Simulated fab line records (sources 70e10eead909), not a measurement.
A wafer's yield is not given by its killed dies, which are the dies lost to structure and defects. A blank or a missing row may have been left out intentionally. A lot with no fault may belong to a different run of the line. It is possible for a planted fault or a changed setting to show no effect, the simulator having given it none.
fab line records | flow nand_harc
record: lots: 6 wafers: 18 last_day: 24
route steps=1159 shown P_M0@282 P_M1@285 END@1159
lots untouched by any fault: they come from a run of this same line in which no faults occurred
start_h: the number of hours between the record's first day and the start of the first shown wafer of the lot | wait_h: time in hours since the lot's previous step | " same as the row above | L1.1+2: several wafers, shown together as one row | - value missing, or start not given | * or withheld: withheld | < > ~ a bound
route shown NAME@n: a module of which the file shows steps, and the number in the route of the first | usual: average and standard deviation across the fault-free wafers | same: alike in all rows | chamber/n: place in a boat | sites: each site's reading | _std_site: the standard deviation of these | _edge_site: the outer-site mean with the inner-site mean subtracted | radius_mm: for every site, how far away it sits from the centre of the wafer | mask NAME#n: copy n | behind: the most recent tool/chamber to have shaped the wafer | hold: why the lot was held/for how many hours/how that ended | device: the transistor (n, p or np) that didn't switch | end of line: tests of these same wafers at the route's end | where a step has no rows: the recipe by itself | killed: count of dies lost to structure and defects at first sort (not the wafer's yield) | map: dies across one wafer; x = killed, . = not, _ = none there
set.NAME: the run value of the setting; set.NAME@STEP: its run value at that earlier step | model.NAME: the simulator's own value behind a step, which no gauge read
lots at some steps of the route; a table a step, a row a wafer
services: when a tool's chamber went out of use (start_h, in hours from the record's first day, below 0 if earlier), for how many hours, and the reason
== steps ==
step: NHARC_P_M0_INSPECT_27
usual: raw_defect_count: 347/150
columns lot.wafer tool chamber start_h wait_h raw_defect_count
L124.1 defect_inspect-02 - 140.24 0.0 434
L124.2 " - " " 529
L124.5 " - " " 625
L126.2 defect_inspect-01 - 140.33 0.0 282
L126.3 " - " " 321
L126.4 " - " " 283
L128.3 defect_inspect-02 - 150.85 0.0 304
L128.4 " - " " 268
L128.5 " - " " 344
L134.2 defect_inspect-01 - 196.45 0.0 190
L134.3 " - " " 267
L134.5 " - " " 249
L142.2 defect_inspect-01 - 235.38 0.0 548
L142.5 " - " " 566
L142.6 " - " " 451
L145.1 defect_inspect-02 - 254.13 0.0 429
L145.2 " - " " 246
L145.5 " - " " 238
step: NHARC_P_M0_PRE_CLEAN_31
recipe: time_s: 12 temp_c: 370 rf_power_w: 300 gas: NH3
usual: heater_power_outer_w: 349/50 heater_power_w: 627/82
same: time_s: 12
columns lot.wafer tool chamber start_h wait_h heater_power_outer_w heater_power_w
L124.1 pecvd-02 2 140.31 0.1 353 604
L124.2 " 1 " " 394 690
L124.5 " 0 " " 446 797
L126.3 pecvd-01 0 140.39 0.1 408 683
L126.2 " 1 " " 337 570
L126.4 " 2 " " 342 597
L128.3 pecvd-04 1 150.93 0.1 304 527
L128.5 " 0 " " 349 643
L128.4 " 2 " " 296 574
L134.2 pecvd-02 0 196.52 0.1 378 720
L134.3 " 2 " " 323 610
L134.5 " 1 " " 398 706
L142.2 pecvd-04 0 235.48 0.1 371 669
L142.6 " 0 " " 350 660
L142.5 " 2 " " 312 595
L145.1 pecvd-04 0 254.19 0.1 293 573
L145.2 " 2 " " 312 581
L145.5 " 2 " " 318 588
step: NHARC_P_M0_DEP_32
recipe: target_thk_a: 300 temp_c: 370 target_thk_nm: 30 pressure_torr: 3 flow_sccm: 200 rf_w: 450 material: SiCN
usual: heater_power_outer_w: 307/51 heater_power_w: 569/84 showerhead_vpp_V: 1314/100
columns lot.wafer tool chamber start_h wait_h heater_power_outer_w heater_power_w showerhead_vpp_V
L124.1 pecvd-02 2 140.39 0.1 348 619 1165
L124.2 " 1 " " 324 609 1214
L124.5 " 0 " " 360 651 1485
L126.3 pecvd-01 0 140.47 0.1 307 584 1264
L126.2 " 1 " " 235 447 1247
L126.4 " 2 " " 322 578 1416
L128.3 pecvd-04 1 151.04 0.1 267 468 1300
L128.5 " 0 " " 295 576 1444
L128.4 " 2 " " 276 549 1342
L134.2 pecvd-02 0 196.60 0.1 393 750 1471
L134.3 " 2 " " 297 557 1152
L134.5 " 1 " " 315 583 1208
L142.2 pecvd-04 0 235.56 0.1 297 579 1474
L142.6 " 0 " " 292 578 1455
L142.5 " 2 " " 281 546 1353
L145.1 pecvd-04 0 254.27 0.1 272 532 1436
L145.2 " 2 " " 295 560 1352
L145.5 " 2 " " 286 556 1342
step: NHARC_P_M1_DEP_00
recipe: target_thk_a: 1825 target_thk_nm: 182.5 temp_c: withheld pressure_torr: 5 flow_sccm: 200 rf_w: 600 material: SiOC
step: NHARC_P_M1_DEHYDRATE_01
recipe: temp_c: 150 time_s: 120
step: NHARC_P_M1_HMDS_02
recipe: time_s: 30
step: NHARC_P_M1_COAT_34
recipe: temp_c: 200 time_s: 65
step: NHARC_P_M1_COAT_03
recipe: spin_rpm: 1500 resist_thk_nm: 90
step: NHARC_P_M1_SOFTBAKE_04
recipe: temp_c: 105 time_s: 55
step: NHARC_P_M1_EBR_05
step: NHARC_P_M1_EXPOSE_06
recipe: na: 1.35 target_cd_nm: 130 dose_mj: 81.88 mask_id: P_M1
step: NHARC_P_M1_PEB_07
recipe: peb_temp_c: 100 peb_time_s: 65
step: NHARC_P_M1_DEVELOP_08
recipe: develop_time_s: 35 dev_temp_c: 23
usual: chill_plate_temp_C: 23.02/0.11 developer_temp_C: 22.97/0.096
columns lot.wafer tool chamber start_h wait_h chill_plate_temp_C developer_temp_C
L124.1 litho_track-01 0 141 - 22.95 22.90
L124.2 " 0 " " 23.15 23.07
L124.5 " 0 " " 22.90 22.99
L126.2 litho_track-01 0 141 - 23.01 23.00
L126.3 " 0 " " 23.07 22.78
L126.4 " 0 " " 22.98 22.98
L128.3 litho_track-04 0 152 - 23.03 22.70
L128.4 " 0 " " 23.10 22.81
L128.5 " 0 " " 23.05 22.97
L134.2 litho_track-06 0 197 - 23.09 23.01
L134.3 " 0 " " 23.11 22.97
L134.5 " 0 " " 23.14 22.92
L142.2 litho_track-06 0 236 - 22.86 22.10
L142.5 " 0 " " 22.90 22.08
L142.6 " 0 " " 23.04 21.99
L145.1 litho_track-06 0 255 - 23.02 22.10
L145.2 " 0 " " 23.07 21.90
L145.5 " 0 " " 22.91 22.18
step: NHARC_P_M1_CD_MEAS_09
recipe: target_cd_nm: 130 landing_energy_ev: 500
usual: cd_nm: 130.4/0.63
columns lot.wafer tool chamber start_h wait_h cd_nm
L124.1 cd_sem-02 0 141.49 - 130.1
L124.2 " 0 " " 130.7
L124.5 " 0 " " 129.6
L126.2 cd_sem-01 0 141.65 - 130.7
L126.3 " 0 " " 130.1
L126.4 " 0 " " 130.8
L128.3 cd_sem-02 0 152.13 - 129.9
L128.4 " 0 " " 131.1
L128.5 " 0 " " 130.6
L134.2 cd_sem-01 0 197.83 - 131.0
L134.3 " 0 " " 130.7
L134.5 " 0 " " 129.5
L142.2 cd_sem-02 0 236.72 - 131.1
L142.5 " 0 " " 130.6
L142.6 " 0 " " 130.0
L145.1 cd_sem-01 0 255.55 - 131.4
L145.2 " 0 " " 131.8
L145.5 " 0 " " 131.8
step: NHARC_END_SORT_01
recipe: temp_c: 25
usual: defect_limited_yield: 95.2/1.6 killed_at_array: 29/10 killed_at_other: 0.7/1.1 killed_at_periphery: 3.2/2.2 killed_dies: 33/11 killed_open: 3.5/1.8 killed_short: 2.0/1.4 sort_bin_2_pct: 1.5/0.61 sort_bin_3_pct: 0.29/0.22 sort_bin_4_pct: 3.1/1.1 sort_n_pass: 644/11 sort_rim_yield_pct: 95/3.3 sort_yield_pct: 95.2/1.6
same: gross_dies: 677 sort_bin_5_pct[%]: 0 sort_bin_6_pct[%]: 0 sort_bin_7_pct[%]: 0 sort_bin_8_pct[%]: 0 sort_rim_n_gross: 106.00
columns lot.wafer tool chamber start_h wait_h defect_limited_yield[%] killed_at_array killed_at_other killed_at_periphery killed_dies killed_open killed_short sort_bin_2_pct[%] sort_bin_3_pct[%] sort_bin_4_pct[%] sort_n_pass sort_rim_yield_pct[%] sort_yield_pct[%]
L126.2 prober-01 0 490.97 2.8 95.3 30 0 2 32 8 3 1.2 0.30 3.2 645 93 95.3
L126.3 prober-01 0 491.79 3.1 95.9 28 0 0 28 3 0 1.3 0.30 2.5 649 93 95.9
L126.4 prober-01 0 492.60 3.5 95.0 32 0 2 34 2 1 1.8 0.30 3.0 643 95 95.0
killed by level:class
L126.2 A_SLIT:chamber_film_flake=10 A_STAIRCASE:chamber_film_flake=4 A_CONTACT:geometric_particle:open=3 A_BLC:geometric_particle:open=2 A_CHANNEL_HOLE_D1:chamber_film_flake=2 A_M1:chamber_film_flake=2 P_GATE:geometric_particle:short=1 P_CONTACT:geometric_particle:short=1
L126.3 A_SLIT:chamber_film_flake=11 A_CHANNEL_HOLE_D1:chamber_film_flake=5 A_STAIRCASE:chamber_film_flake=3 A_CONTACT:chamber_film_flake=3 A_M1:chamber_film_flake=3 A_ONON_D1:geometric_particle:open=1 A_CHANNEL_FILL_D1:geometric_particle:open=1 A_M0:geometric_particle:open=1
L126.4 A_SLIT:chamber_film_flake=10 A_CHANNEL_HOLE_D1:chamber_film_flake=5 A_SGD_CUT:chamber_film_flake=5 A_STAIRCASE:chamber_film_flake=4 A_ZERO_WELL:chamber_film_flake=2 A_M1:chamber_film_flake=2 P_CONTACT:geometric_particle:short=1 A_CONTACT:geometric_particle:open=1
== services ==
columns tool chamber start_h hours kind
litho_track-06 - 117.00 7.0 pm
litho_track-04 - 141.00 7.0 pm
pecvd-02 - 153.20 13.0 pm
pecvd-02 0 153.20 13.0 vent_cycle
pecvd-02 1 153.20 13.0 vent_cycle
pecvd-02 2 153.20 13.0 vent_cycle
pecvd-02 0 166.20 - clean
pecvd-02 1 166.20 - clean
pecvd-02 2 166.20 - clean
pecvd-04 2 177.51 5.0 repair
pecvd-04 - 195.00 13.0 pm
pecvd-04 0 195.00 13.0 vent_cycle
pecvd-04 1 195.00 13.0 vent_cycle
pecvd-04 2 195.00 13.0 vent_cycle
pecvd-04 0 208.00 - clean
pecvd-04 1 208.00 - clean
pecvd-04 2 208.00 - clean
pecvd-01 - 237.40 13.0 pm
pecvd-01 0 237.40 13.0 vent_cycle
pecvd-01 1 237.40 13.0 vent_cycle
pecvd-01 2 237.40 13.0 vent_cycle
pecvd-04 - 244.85 1.2 repair
pecvd-01 0 250.40 - clean
pecvd-01 1 250.40 - clean
== key ==
first_sign: step: NHARC_P_M1_DEVELOP_08 reading: developer_temp_C direction: down sigmas: 9.5 usual: * struck: *
effect none on later readings
met_at NHARC_P_M1_DEVELOP_08
struck_wafers L142.2,L142.5,L142.6,L145.1,L145.2,L145.5
onset_between 197 236
fault: kind: process_parameter_drift tool: litho_track-06 chamber: - onset_h: 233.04 steps: NHARC_P_M1_DEVELOP_08 channel: dev_temp_c offset: * shape: step end_h: 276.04 acts_in: * stated: *
